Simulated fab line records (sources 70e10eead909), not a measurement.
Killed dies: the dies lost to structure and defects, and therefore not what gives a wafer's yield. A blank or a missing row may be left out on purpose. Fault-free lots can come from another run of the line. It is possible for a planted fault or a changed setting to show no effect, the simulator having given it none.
Chamber matching ; flow nand harc ; NHARC_A_STAIRCASE_ETCH_271 on rie diel-09: 4 sister chambers
The step etches the open film in CF4/CHF3. 27 wafers are shown with their chamber, then 12 later ones without.

## WAFERS PAIRED WITH THEIR CHAMBERS
wafer;chamber;showerhead plenum p Torr (Torr);drypump motor current A (A);rf vpp V (V)
L074.1;2;1.49;6.1;368.4
L074.2;1;1.54;6.2;369.9
L074.5;3;1.58;5.8;371.4
L076.1;2;1.49;6.1;367.1
L076.2;0;1.56;6.0;370.3
L076.3;3;1.57;5.8;370.6
L078.2;1;1.54;6.2;369.6
L078.3;2;1.49;6.1;369.3
L078.6;3;1.57;5.8;371.2
L080.1;3;1.57;5.8;371.3
L080.2;2;1.48;6.1;367.1
L080.3;1;1.54;6.2;368.8
L081.2;2;1.48;6.1;367.9
L081.3;1;1.54;6.2;369.0
L081.4;0;1.55;6.1;370.4
L083.3;0;1.55;6.0;368.9
L083.4;2;1.48;6.1;369.0
L083.6;2;1.48;6.1;368.5
L084.4;0;1.55;6.1;370.7
L084.5;3;1.57;5.9;371.0
L084.6;2;1.48;6.2;367.2
L086.3;1;1.53;6.2;369.0
L086.4;2;1.48;6.2;367.8
L086.5;3;1.57;5.9;369.8
L091.1;0;1.55;6.0;370.3
L091.3;1;1.53;6.2;368.8
L091.4;2;1.48;6.1;366.5

SIGNATURES (means of the wafers above)
reading;chamber 0;chamber 1;chamber 2;chamber 3;scatter within a chamber
showerhead plenum p Torr;1.5520;1.5367;1.4830;1.5717;0.00469
drypump motor current A;6.040;6.200;6.120;5.833;0.0424
rf vpp V;370.120;369.183;367.880;370.883;0.732
Rule: a wafer lies at a distance from a chamber equal to the root of the sum of squares, over the readings, of (its reading less the chamber's mean, divided by the reading's scatter). The wafer belongs to the nearest chamber; if the next one is less than 2 further off, it can't be placed. The scatter: take each reading less its chamber's mean, square it, sum over the shown wafers, divide by the number of wafers less the number of chambers, and take the root.

## WAFERS WITH NO CHAMBER GIVEN
wafer;showerhead plenum p Torr (Torr);drypump motor current A (A);rf vpp V (V)
L092.1;1.54;6.0;369.2
L092.4;1.56;5.9;371.2
L092.5;1.53;6.2;368.9
L094.3;1.56;5.8;371.4
L094.4;1.53;6.2;368.2
L094.6;1.53;6.2;368.4
L095.1;1.47;6.2;365.6
L095.2;1.54;6.0;369.3
L095.4;1.56;5.8;370.2
L096.2;1.56;5.8;370.2
L096.3;1.54;6.1;369.4
L096.6;1.56;5.8;370.5

## CHAMBER TAKEN BY EACH
wafer;from the rows above;in truth
L092.1;can't be placed: 0 or 1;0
L092.4;can't be placed: 3 or 0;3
L092.5;1;1
L094.3;3;3
L094.4;1;1
L094.6;1;1
L095.1;2;2
L095.2;can't be placed: 0 or 1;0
L095.4;3;3
L096.2;3;3
L096.3;can't be placed: 1 or 0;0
L096.6;3;3
Correct placement for 8 of the 12. From these rows, 4 cannot be placed; in 4 the true chamber is one of the candidates. Placed wrongly: 0.
